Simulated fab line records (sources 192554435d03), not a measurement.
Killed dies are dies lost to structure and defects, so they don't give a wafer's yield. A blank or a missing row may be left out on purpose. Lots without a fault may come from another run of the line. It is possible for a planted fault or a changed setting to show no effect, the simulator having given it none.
Matching of chambers	flow n5-finfet	4 sister chambers for N5_BEOL_M5_STRIP_36 on rie-diel-03
The step strips in N2/H2. 4 wafers are shown with their chamber, then 8 later ones without.

== WAFERS WITH THEIR CHAMBER ==
wafer	chamber	showerhead-plenum-p-Torr (Torr)
L076.2	3	2.67
L078.5	1	2.53
L078.6	2	2.65
L085.2	0	2.51

== WAFERS WHOSE CHAMBER IS MISSING ==
wafer	showerhead-plenum-p-Torr (Torr)
L085.3	2.66
L085.4	2.52
L088.3	2.64
L088.5	2.64
L088.6	2.66
L095.1	2.50
L095.3	2.65
L095.4	2.51

== THE CHAMBER EACH PASSED THROUGH ==
wafer	from the rows above	in truth
L085.3	can't be placed: 3 or 2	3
L085.4	can't be placed: 1 or 0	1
L088.3	2	2
L088.5	2	2
L088.6	can't be placed: 3 or 2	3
L095.1	0	0
L095.3	2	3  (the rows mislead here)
L095.4	0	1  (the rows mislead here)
Correctly placed: 3 of 8. Not placeable from these rows: 3 (in 3, the candidates include the true chamber). Placed wrongly: 2.
How it was worked out, from the rows above alone: a wafer's distance from a chamber is the root of the sum, over the readings, of the square of ((its reading less the chamber's mean) divided by the reading's scatter). If the next closest chamber is less than 2 further off than the closest, the wafer can't be placed; otherwise it belongs to the closest. The mean given for a chamber averages the wafers shown for that chamber. The scatter (one wafer shown for each chamber): square how far every hidden wafer sits from the nearest shown wafer, average those squares and take the square root.
